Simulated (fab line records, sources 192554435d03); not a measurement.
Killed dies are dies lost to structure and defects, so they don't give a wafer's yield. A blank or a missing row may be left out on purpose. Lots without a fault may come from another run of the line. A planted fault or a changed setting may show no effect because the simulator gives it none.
fab line records | flow n5_finfet
record lots=24 wafers=72 last_day=17
route steps=1938 shown BEOL_M5@1128
lots that met no fault: from a run of the same line without faults
start_h: hours from the record's first day to the start of the lot's first wafer shown | wait_h: hours since the lot's step before | " the same as in the row above | L1.1+2: a row that stands for several wafers | - no value, or no start given | * or withheld: withheld | < > ~ a bound
route shown NAME@n: a module of which the file shows steps, and the number in the route of the first | usual: mean/standard deviation of fault-free wafers | same: alike in all rows | chamber/n: place in a boat | sites: the reading at each site | _std_site: their standard deviation | _edge_site: outer sites' mean less inner sites' | radius_mm: how far each site lies from the wafer's centre | mask NAME#n: copy n | behind: the tool/chamber that last shaped the wafer | hold: why the lot was held/for how many hours/how that ended | device: the transistor (n, p or np) that didn't switch | end of line: the same wafers' tests at the end of the route | a step without rows: its recipe alone | killed: dies lost to structure and defects at the first sort, not the wafer's yield | map: a wafer's dies, x killed, . not, _ none there
set.NAME: the setting as run; set.NAME@STEP: as run at that earlier step | model.NAME: the simulator's own value behind a step, which no gauge read
steps of the route over a sample of lots; a table a step, a row a wafer
services: from which hour (start_h, from the record's first day; less than 0 if before it) a tool's chamber was out of use, for how many hours, and why
## steps
# step N5_BEOL_M5_INSPECT_13
# recipe mode=adi inspect_instrument=brightfield
# usual raw_defect_count=427/88
# columns lot.wafer tool chamber start_h wait_h raw_defect_count
L074.1 defect_inspect-01 - 166.34 0.1 421
L074.5 " - " " 382
L074.6 " - " " 408
L075.1 defect_inspect-01 - 180.68 0.1 328
L075.2 " - " " 408
L075.4 " - " " 327
L076.4 defect_inspect-01 - 182.76 0.0 399
L076.5 " - " " 329
L076.6 " - " " 293
L077.1 defect_inspect-01 - 186.48 0.1 295
L077.2 " - " " 377
L077.6 " - " " 343
L078.1 defect_inspect-02 - 192.83 0.1 422
L078.4 " - " " 388
L078.6 " - " " 418
L079.4 defect_inspect-02 - 200.99 0.0 458
L079.5 " - " " 306
L079.6 " - " " 527
L080.1 defect_inspect-02 - 208.20 0.1 425
L080.3 " - " " 492
L080.4 " - " " 540
L082.2 defect_inspect-01 - 216.27 0.0 366
L082.3 " - " " 527
L082.6 " - " " 444
L081.2 defect_inspect-02 - 218.90 0.0 442
L081.4 " - " " 464
L081.6 " - " " 426
L083.1 defect_inspect-02 - 220.14 0.1 501
L083.2 " - " " 428
L083.6 " - " " 460
L084.1 defect_inspect-02 - 221.18 0.1 448
L084.2 " - " " 469
L084.4 " - " " 671
L085.1 defect_inspect-01 - 237.03 0.1 334
L085.2 " - " " 377
L085.4 " - " " 317
L086.1 defect_inspect-01 - 244.35 0.1 527
L086.3 " - " " 426
L086.4 " - " " 344
L088.1 defect_inspect-01 - 247.42 0.1 259
L088.2 " - " " 330
L088.3 " - " " 376
L087.3 defect_inspect-01 - 247.91 0.0 423
L087.5 " - " " 424
L087.6 " - " " 492
L089.1 defect_inspect-02 - 267.47 0.1 429
L089.4 " - " " 365
L089.6 " - " " 304
L090.1 defect_inspect-02 - 272.49 0.1 485
L090.2 " - " " 531
L090.5 " - " " 656
L091.3 defect_inspect-01 - 275.58 0.0 554
L091.4 " - " " 365
L091.6 " - " " 457
L093.1 defect_inspect-02 - 278.24 0.1 375
L093.4 " - " " 331
L093.6 " - " " 328
L092.1 defect_inspect-01 - 279.13 0.1 336
L092.3 " - " " 307
L092.6 " - " " 502
L094.1 defect_inspect-02 - 291.34 0.1 363
L094.2 " - " " 546
L094.3 " - " " 374
L095.2 defect_inspect-02 - 293.86 0.0 530
L095.3 " - " " 428
L095.6 " - " " 518
L097.3 defect_inspect-01 - 305.98 0.1 395
L097.4 " - " " 407
L097.6 " - " " 285
L096.1 defect_inspect-02 - 306.72 0.1 526
L096.3 " - " " 493
L096.5 " - " " 573
# step N5_BEOL_M5_DESCUM_16
# recipe chemistry=O2 time_s=7 source_power_w=50 bias_power_w=20 pressure_mtorr=20 rf_frequency_hz=2.712e+07 temp_c=40 resist=CAR-EUV o2_flow_sccm=225
# usual bias_power_w=20.01/0.061 drypump_motor_current_A=5.5/0.47 oes_product_au=0.79/0.087 rf_vpp_V=243.4/1.2 showerhead_plenum_p_Torr=2.11/0.065 temp_c=40.01/0.12 throttle_valve_pct=20.42/0.22
# columns lot.wafer tool chamber start_h wait_h bias_power_w drypump_motor_current_A oes_product_au rf_hours_counter_h rf_vpp_V showerhead_plenum_p_Torr temp_c throttle_valve_pct
L074.1 rie_diel-03 3 166.37 0.0 19.95 5.1 0.84 88 243.9 2.11 39.95 20.26
L074.5 " 0 " " 20.07 5.3 0.71 - 243.6 2.17 40.12 20.42
L074.6 " 1 " " 20.01 5.2 0.71 - 244.0 2.16 40.29 20.38
L075.1 rie_diel-06 3 180.72 0.0 19.96 6.8 0.90 36 241.0 2.13 40.06 20.15
L075.2 " 0 " " 20.03 5.5 0.76 151 241.8 2.01 40.20 20.66
L075.4 " 2 " " 20.03 5.6 0.76 138 242.5 2.01 39.86 20.80
L076.4 rie_diel-06 3 182.80 0.0 20.11 6.8 0.89 37 243.8 2.13 40.08 20.15
L076.5 " 2 " " 19.91 5.7 0.74 - 241.5 2.01 40.16 20.80
L076.6 " 3 " " 20.12 6.7 0.89 - 244.8 2.13 40.04 20.16
L077.1 rie_diel-03 2 186.57 0.1 20.11 4.8 0.96 2 243.5 2.06 39.75 19.90
L077.2 " 3 " " 20.00 5.1 0.83 95 244.3 2.11 39.90 20.27
L077.6 " 3 " " 20.05 5.1 0.84 - 243.4 2.11 39.94 20.28
L078.1 rie_diel-03 1 193.00 0.2 19.95 5.2 0.70 206 244.3 2.15 40.02 20.39
L078.4 " 2 " " 20.06 4.8 0.95 4 242.7 2.06 40.03 19.88
L078.6 " 0 " " 20.01 5.3 0.70 - 244.1 2.16 39.93 20.43
L079.4 rie_diel-06 2 201.02 0.0 20.01 5.7 0.74 144 242.8 2.01 40.17 20.80
L079.5 " 2 " " 20.00 5.7 0.74 - 241.7 2.01 40.10 20.78
L079.6 " 1 " " 20.00 5.3 0.86 - 243.6 2.12 40.09 20.50
L080.1 rie_diel-05 2 208.24 0.0 19.97 6.0 0.69 247 242.1 2.06 40.06 20.74
L080.3 " 1 " " 20.01 5.6 0.96 1 245.6 2.23 39.92 20.42
L080.4 " 3 " " 19.96 5.4 0.74 181 243.9 2.18 39.99 20.42
L082.2 rie_diel-05 0 216.30 0.0 19.90 5.3 0.76 168 242.6 2.08 40.02 20.14
L082.3 " 1 " " 20.02 5.6 0.96 3 245.3 2.23 39.88 20.42
L082.6 " 3 " " 19.92 5.4 0.74 - 244.5 2.18 40.07 20.42
L081.2 rie_diel-03 0 219.16 0.3 20.02 5.3 0.69 203 242.9 2.16 40.17 20.46
L081.4 " 1 " " 19.98 5.1 0.70 - 242.4 2.15 40.09 20.39
L081.6 " 0 " " 20.05 5.3 0.70 - 244.8 2.16 40.14 20.45
L083.1 rie_diel-06 3 220.51 0.4 19.97 6.8 0.87 50 241.7 2.12 40.06 20.16
L083.2 " 2 " " 20.06 5.6 0.73 151 241.5 2.01 40.06 20.83
L083.6 " 1 " " 19.91 5.3 0.85 - 244.2 2.12 40.25 20.49
L084.1 rie_diel-05 0 221.31 0.1 20.06 5.3 0.76 171 243.5 2.08 39.79 20.16
L084.2 " 1 " " 20.03 5.6 0.94 5 244.5 2.23 40.09 20.43
L084.4 " 0 " " 19.98 5.3 0.76 - 243.5 2.08 39.88 20.15
L085.1 rie_diel-06 0 237.11 0.1 20.03 5.5 0.75 168 241.6 2.00 39.91 20.69
L085.2 " 2 " " 19.99 5.7 0.73 158 242.6 2.00 40.18 20.82
L085.4 " 1 " " 20.03 5.3 0.84 78 244.7 2.12 39.82 20.50
L086.1 rie_diel-03 1 244.93 0.6 20.03 5.2 0.69 225 243.4 2.15 39.97 20.43
L086.3 " 3 " " 19.99 5.1 0.82 105 243.2 2.10 39.87 20.28
L086.4 " 0 " " 20.08 5.4 0.68 214 244.1 2.16 40.16 20.46
L088.1 rie_diel-05 2 247.46 0.0 20.09 6.0 0.98 4 243.1 2.05 39.76 20.41
L088.2 " 1 " " 19.98 5.6 0.91 15 244.2 2.22 39.80 20.45
L088.3 " 0 " " 20.03 5.3 0.75 180 242.0 2.07 39.97 20.16
L087.3 rie_diel-06 3 247.94 0.0 20.08 6.8 0.86 60 243.3 2.12 40.04 20.19
L087.5 " 0 " " 20.00 5.4 0.74 - 242.0 2.00 39.89 20.69
L087.6 " 3 " " 19.98 6.8 0.86 - 243.5 2.12 39.97 20.19
L089.1 rie_diel-03 1 267.51 0.0 19.91 5.2 0.68 231 243.2 2.15 39.88 20.43
L089.4 " 2 " " 20.07 4.8 0.89 24 244.1 2.05 39.99 19.92
L089.6 " 0 " " 20.13 5.3 0.69 - 244.0 2.15 39.79 20.48
L090.1 rie_diel-05 2 272.54 0.0 19.99 6.0 0.95 12 243.6 2.05 39.90 20.41
L090.2 " 1 " " 19.97 5.6 0.89 22 245.4 2.22 40.12 20.45
L090.5 " 0 " " 19.92 5.3 0.74 - 243.1 2.07 39.75 20.18
L091.3 rie_diel-03 3 276.05 0.5 20.00 5.1 0.80 116 243.3 2.10 39.83 20.31
L091.4 " 0 " " 20.08 5.4 0.69 224 243.8 2.15 40.07 20.47
L091.6 " 1 " " 20.03 5.1 0.67 - 244.6 2.14 39.74 20.44
L093.1 rie_diel-05 3 278.27 0.0 20.07 5.4 0.73 200 243.8 2.17 39.98 20.45
L093.4 " 2 " " 20.06 6.0 0.94 14 242.8 2.05 40.09 20.40
L093.6 " 3 " " 19.96 5.4 0.72 - 244.2 2.17 39.92 20.46
L092.1 rie_diel-06 0 279.17 0.0 20.03 5.5 0.74 182 241.0 2.00 40.01 20.71
L092.3 " 1 " " 19.94 5.3 0.84 92 242.6 2.11 40.05 20.53
L092.6 " 0 " " 20.00 5.5 0.74 - 241.7 2.00 40.11 20.69
L094.1 rie_diel-05 3 291.37 0.0 20.04 5.4 0.72 205 243.7 2.17 39.89 20.44
L094.2 " 0 " " 20.09 5.3 0.74 194 240.9 2.07 39.93 20.18
L094.3 " 1 " " 20.06 5.6 0.88 28 245.3 2.22 40.06 20.49
L095.2 rie_diel-03 2 293.90 0.0 20.01 4.8 0.87 32 243.4 2.05 40.08 19.94
L095.3 " 0 " " 20.07 5.3 0.67 229 245.3 2.15 39.91 20.49
L095.6 " 0 " " 20.01 5.3 0.68 - 245.1 2.15 39.98 20.49
L097.3 rie_diel-03 1 306.01 0.0 20.01 5.1 0.67 240 244.4 2.14 39.97 20.43
L097.4 " 0 " " 20.01 5.3 0.68 233 245.1 2.15 40.12 20.51
L097.6 " 0 " " 20.03 5.3 0.67 - 245.5 2.15 40.03 20.48
L096.1 rie_diel-06 3 306.76 0.0 20.06 6.7 0.83 81 243.6 2.11 40.05 20.21
L096.3 " 0 " " 20.09 5.5 0.72 191 240.8 2.00 40.12 20.71
L096.5 " 2 " " 19.97 5.7 0.72 - 241.5 2.00 39.96 20.88
# step N5_BEOL_M5_OVL_MEAS_29
# recipe points_per_wafer=522
# usual V4_OVL=0.1/0.63
# columns lot.wafer tool chamber start_h wait_h V4_OVL[nm]
L074.1 overlay-02 0 167.29 0.0 0.2
L074.5 " 0 " " 0.0
L074.6 " 0 " " 0.0
L075.1 overlay-02 0 181.49 0.0 1.3
L075.2 " 0 " " 0.9
L075.4 " 0 " " 0.3
L076.4 overlay-02 0 184.33 0.0 -0.4
L076.5 " 0 " " 0.4
L076.6 " 0 " " -0.1
L077.1 overlay-02 0 192.73 0.0 0.3
L077.2 " 0 " " 0.8
L077.6 " 0 " " -0.1
L078.1 overlay-02 0 193.78 0.0 -0.3
L078.4 " 0 " " 0.3
L078.6 " 0 " " 0.1
L079.4 overlay-01 0 201.83 0.0 -0.7
L079.5 " 0 " " 1.0
L079.6 " 0 " " -0.1
L080.1 overlay-01 0 209.13 0.0 -0.9
L080.3 " 0 " " -0.2
L080.4 " 0 " " -0.1
L082.2 overlay-01 0 218.19 0.0 0.5
L082.3 " 0 " " -0.3
L082.6 " 0 " " 0.0
L081.2 overlay-02 0 220.48 0.0 0.1
L081.4 " 0 " " 0.6
L081.6 " 0 " " -0.1
L083.1 overlay-02 0 221.46 0.0 1.0
L083.2 " 0 " " 0.1
L083.6 " 0 " " 0.4
L084.1 overlay-01 0 222.29 0.0 -1.0
L084.2 " 0 " " 0.5
L084.4 " 0 " " 0.6
L085.1 overlay-02 0 238.51 0.0 2.0
L085.2 " 0 " " 1.0
L085.4 " 0 " " 0.6
L086.1 overlay-01 0 246.69 0.0 0.9
L086.3 " 0 " " 0.0
L086.4 " 0 " " 1.4
L088.1 overlay-01 0 248.49 0.0 -1.0
L088.2 " 0 " " -0.3
L088.3 " 0 " " -1.0
L087.3 overlay-01 0 248.93 0.0 -0.3
L087.5 " 0 " " 0.1
L087.6 " 0 " " -1.1
L089.1 overlay-01 0 268.42 0.0 0.9
L089.4 " 0 " " 1.1
L089.6 " 0 " " 0.2
L090.1 overlay-02 0 277.23 0.0 0.2
L090.2 " 0 " " 0.2
L090.5 " 0 " " -0.1
L091.3 overlay-01 0 277.29 0.0 -0.6
L091.4 " 0 " " -1.0
L091.6 " 0 " " -0.6
L092.1 overlay-02 0 280.49 0.0 0.1
L092.3 " 0 " " -0.5
L092.6 " 0 " " 0.8
L093.1 overlay-01 0 280.70 0.0 1.7
L093.4 " 0 " " 0.5
L093.6 " 0 " " 0.4
L094.1 overlay-02 0 292.17 0.0 -0.2
L094.2 " 0 " " -0.5
L094.3 " 0 " " 0.2
L095.2 overlay-02 0 294.67 0.0 -0.1
L095.3 " 0 " " 0.6
L095.6 " 0 " " -0.4
L097.3 overlay-02 0 307.93 0.0 -0.4
L097.4 " 0 " " 0.8
L097.6 " 0 " " 0.1
L096.1 overlay-01 0 308.01 0.0 0.5
L096.3 " 0 " " -1.4
L096.5 " 0 " " -0.1
# step N5_BEOL_M5_CURE_80
# recipe temp_c=370 time_s=120 ambient=DMADMS/He material=SiCOH_lowk
# usual lamp_power_pct=52.30/0.06 wafer_temp_C_max=371.9/0.66
# columns lot.wafer tool chamber start_h wait_h lamp_power_pct wafer_temp_C_max
L074.1 uv_cure-01 1 167.99 0.0 52.26 371.4
L074.5 " 1 " " 52.27 371.4
L074.6 " 1 " " 52.44 371.3
L075.1 uv_cure-02 2 182.45 0.2 52.25 372.1
L075.2 " 2 " " 52.29 372.4
L075.4 " 2 " " 52.33 371.6
L076.4 uv_cure-02 0 185.51 0.5 52.31 371.4
L076.5 " 0 " " 52.31 371.3
L076.6 " 0 " " 52.32 371.6
L077.1 uv_cure-02 0 193.59 0.0 52.27 371.7
L077.2 " 0 " " 52.34 371.4
L077.6 " 0 " " 52.27 372.1
L078.1 uv_cure-02 1 194.76 0.0 52.21 371.7
L078.4 " 1 " " 52.32 371.7
L078.6 " 1 " " 52.35 372.1
L079.4 uv_cure-03 1 202.68 0.2 52.30 373.0
L079.5 " 1 " " 52.37 372.7
L079.6 " 1 " " 52.31 372.9
L080.1 uv_cure-02 1 209.85 0.0 52.24 372.4
L080.3 " 1 " " 52.24 372.2
L080.4 " 1 " " 52.29 371.4
L082.2 uv_cure-01 2 218.98 0.1 52.34 373.5
L082.3 " 2 " " 52.30 373.3
L082.6 " 2 " " 52.26 372.7
L081.2 uv_cure-02 1 221.52 0.1 52.24 372.0
L081.4 " 1 " " 52.48 372.0
L081.6 " 1 " " 52.20 371.5
L083.1 uv_cure-02 1 222.44 0.0 52.29 371.9
L083.2 " 1 " " 52.24 372.3
L083.6 " 1 " " 52.43 372.4
L084.1 uv_cure-03 2 223.05 0.0 52.36 371.3
L084.2 " 2 " " 52.31 371.4
L084.4 " 2 " " 52.23 371.3
L085.1 uv_cure-01 1 239.22 0.0 52.36 371.8
L085.2 " 1 " " 52.34 371.5
L085.4 " 1 " " 52.24 371.4
L086.1 uv_cure-01 1 247.68 0.3 52.38 371.7
L086.3 " 1 " " 52.33 372.1
L086.4 " 1 " " 52.29 371.7
L088.1 uv_cure-01 2 249.24 0.1 52.17 373.0
L088.2 " 2 " " 52.24 372.2
L088.3 " 2 " " 52.26 373.9
L087.3 uv_cure-01 0 250.12 0.5 52.29 372.2
L087.5 " 0 " " 52.28 372.1
L087.6 " 0 " " 52.29 371.8
L089.1 uv_cure-03 2 269.12 0.0 52.34 371.1
L089.4 " 2 " " 52.30 371.5
L089.6 " 2 " " 52.34 371.2
L090.1 uv_cure-01 0 277.94 0.0 52.15 371.5
L090.2 " 0 " " 52.28 372.0
L090.5 " 0 " " 52.28 371.6
L091.3 uv_cure-03 0 278.10 0.1 52.36 372.0
L091.4 " 0 " " 52.34 371.8
L091.6 " 0 " " 52.33 372.1
L092.1 uv_cure-03 2 281.20 0.0 52.31 371.4
L092.3 " 2 " " 52.24 371.4
L092.6 " 2 " " 52.23 371.3
L093.1 uv_cure-01 0 281.42 0.0 52.33 371.7
L093.4 " 0 " " 52.32 372.0
L093.6 " 0 " " 52.40 371.6
L094.1 uv_cure-01 0 292.87 0.0 52.29 371.9
L094.2 " 0 " " 52.32 371.5
L094.3 " 0 " " 52.32 371.8
L095.2 uv_cure-03 2 295.42 0.1 52.25 371.3
L095.3 " 2 " " 52.27 371.4
L095.6 " 2 " " 52.36 371.4
L097.3 uv_cure-01 2 308.85 0.1 52.22 372.8
L097.4 " 2 " " 52.37 372.2
L097.6 " 2 " " 52.35 372.9
L096.1 uv_cure-02 2 309.00 0.0 52.31 372.2
L096.3 " 2 " " 52.39 371.8
L096.5 " 2 " " 52.29 372.5
# step N5_BEOL_M5_DEGAS_44
# recipe ambient=vacuum temp_c=250 time_s=60
# usual heater_power_w=315/15
# columns lot.wafer tool chamber start_h wait_h heater_power_w
L074.1 pvd_sputter-01 - 168.65 0.6 316
L074.5 " - " " 326
L074.6 " - " " 306
L075.1 pvd_sputter-03 - 183.31 0.8 313
L075.2 " - " " 317
L075.4 " - " " 342
L076.4 pvd_sputter-03 - 185.87 0.3 308
L076.5 " - " " 342
L076.6 " - " " 306
L077.1 pvd_sputter-02 - 194.18 0.5 294
L077.2 " - " " 280
L077.6 " - " " 325
L078.1 pvd_sputter-01 - 196.13 1.3 327
L078.4 " - " " 309
L078.6 " - " " 324
L079.4 pvd_sputter-01 - 203.83 1.1 302
L079.5 " - " " 324
L079.6 " - " " 318
L080.1 pvd_sputter-01 - 210.25 0.4 310
L080.3 " - " " 314
L080.4 " - " " 319
L082.2 pvd_sputter-03 - 219.74 0.7 343
L082.3 " - " " 298
L082.6 " - " " 347
L081.2 pvd_sputter-01 - 221.79 0.2 299
L081.4 " - " " 330
L081.6 " - " " 309
L083.1 pvd_sputter-03 - 222.89 0.4 339
L083.2 " - " " 313
L083.6 " - " " 345
L084.1 pvd_sputter-03 - 223.39 0.3 315
L084.2 " - " " 303
L084.4 " - " " 342
L085.1 pvd_sputter-03 - 239.79 0.5 303
L085.2 " - " " 345
L085.4 " - " " 310
L086.1 pvd_sputter-01 - 248.12 0.4 325
L086.3 " - " " 320
L086.4 " - " " 327
L088.1 pvd_sputter-02 - 249.86 0.6 331
L088.2 " - " " 279
L088.3 " - " " 322
L087.3 pvd_sputter-02 - 250.36 0.2 277
L087.5 " - " " 331
L087.6 " - " " 301
L089.1 pvd_sputter-02 - 269.65 0.5 329
L089.4 " - " " 301
L089.6 " - " " 325
L090.1 pvd_sputter-03 - 278.27 0.3 313
L090.2 " - " " 301
L090.5 " - " " 304
L091.3 pvd_sputter-02 - 278.46 0.3 280
L091.4 " - " " 331
L091.6 " - " " 306
L092.1 pvd_sputter-03 - 282.13 0.9 301
L092.3 " - " " 302
L092.6 " - " " 312
L093.1 pvd_sputter-03 - 282.21 0.7 308
L093.4 " - " " 306
L093.6 " - " " 301
L094.1 pvd_sputter-01 - 293.26 0.3 323
L094.2 " - " " 315
L094.3 " - " " 305
L095.2 pvd_sputter-01 - 296.14 0.7 314
L095.3 " - " " 291
L095.6 " - " " 305
L097.3 pvd_sputter-03 - 309.08 0.2 309
L097.4 " - " " 315
L097.6 " - " " 342
L096.1 pvd_sputter-01 - 309.48 0.4 315
L096.3 " - " " 316
L096.5 " - " " 297
# step N5_BEOL_M5_ANNEAL_82
# recipe temp_c=400 time_s=1800 ambient=vacuum
# usual heater_power_w=781/45
# columns lot.wafer tool chamber start_h wait_h heater_power_w
L074.1 pvd_sputter-02 - 170.78 0.0 758
L074.5 " - " " 750
L074.6 " - " " 815
L075.1 pvd_sputter-01 - 186.11 0.0 759
L075.2 " - " " 792
L075.4 " - " " 792
L076.4 pvd_sputter-02 - 187.92 0.0 736
L076.5 " - " " 839
L076.6 " - " " 686
L077.1 pvd_sputter-03 - 196.36 0.0 770
L077.2 " - " " 765
L077.6 " - " " 760
L078.1 pvd_sputter-01 - 198.09 0.0 809
L078.4 " - " " 789
L078.6 " - " " 801
L079.4 pvd_sputter-02 - 205.65 0.0 817
L079.5 " - " " 728
L079.6 " - " " 694
L080.1 pvd_sputter-02 - 212.22 0.0 838
L080.3 " - " " 763
L080.4 " - " " 830
L082.2 pvd_sputter-02 - 221.45 0.0 847
L082.3 " - " " 733
L082.6 " - " " 825
L081.2 pvd_sputter-01 - 223.51 0.0 807
L081.4 " - " " 795
L081.6 " - " " 814
L083.1 pvd_sputter-03 - 224.87 0.0 781
L083.2 " - " " 765
L083.6 " - " " 758
L084.1 pvd_sputter-02 - 226.32 0.0 740
L084.2 " - " " 707
L084.4 " - " " 839
L085.1 pvd_sputter-02 - 241.62 0.0 798
L085.2 " - " " 831
L085.4 " - " " 695
L086.1 pvd_sputter-03 - 250.07 0.0 767
L086.3 " - " " 778
L086.4 " - " " 762
L088.1 pvd_sputter-02 - 251.68 0.0 705
L088.2 " - " " 741
L088.3 " - " " 833
L087.3 pvd_sputter-01 - 252.42 0.0 775
L087.5 " - " " 805
L087.6 " - " " 804
L089.1 pvd_sputter-02 - 271.57 0.0 810
L089.4 " - " " 845
L089.6 " - " " 831
L090.1 pvd_sputter-01 - 279.98 0.0 819
L090.2 " - " " 747
L090.5 " - " " 790
L091.3 pvd_sputter-02 - 280.26 0.0 697
L091.4 " - " " 751
L091.6 " - " " 687
L092.1 pvd_sputter-03 - 284.16 0.0 857
L092.3 " - " " 766
L092.6 " - " " 761
L093.1 pvd_sputter-01 - 284.49 0.0 796
L093.4 " - " " 777
L093.6 " - " " 773
L094.1 pvd_sputter-03 - 295.11 0.0 791
L094.2 " - " " 858
L094.3 " - " " 750
L095.2 pvd_sputter-01 - 297.98 0.0 826
L095.3 " - " " 807
L095.6 " - " " 742
L097.3 pvd_sputter-02 - 311.10 0.0 803
L097.4 " - " " 728
L097.6 " - " " 842
L096.1 pvd_sputter-03 - 312.80 0.0 768
L096.3 " - " " 758
L096.5 " - " " 868
## services
# columns tool chamber start_h hours kind
uv_cure-03 - 155.87 1.0 pm
rie_diel-06 3 158.92 1.5 repair
rie_diel-03 2 161.17 - clean
rie_diel-03 2 161.17 - consumable_replace:focus_ring
rie_diel-03 2 161.17 17.2 scheduled_down
rie_diel-03 2 161.17 17.2 vent_cycle
uv_cure-03 - 169.05 5.1 repair
rie_diel-05 1 189.36 - clean
rie_diel-05 1 189.36 - consumable_replace:focus_ring
uv_cure-02 - 199.29 1.0 pm
uv_cure-02 - 204.21 0.3 repair
uv_cure-01 - 204.74 3.4 pm
rie_diel-03 2 208.36 12.5 repair
rie_diel-03 3 217.87 22.0 repair
rie_diel-05 3 240.96 8.6 repair
uv_cure-03 - 242.71 7.5 pm
uv_cure-02 - 247.13 7.5 pm
rie_diel-05 2 283.44 5.7 repair
uv_cure-02 - 285.75 0.9 repair
rie_diel-03 1 291.24 4.8 repair
uv_cure-02 - 294.54 2.1 pm
uv_cure-01 - 295.81 2.8 pm
rie_diel-03 - 296.14 0.2 repair
rie_diel-06 - 307.82 0.2 repair
## key
fault none
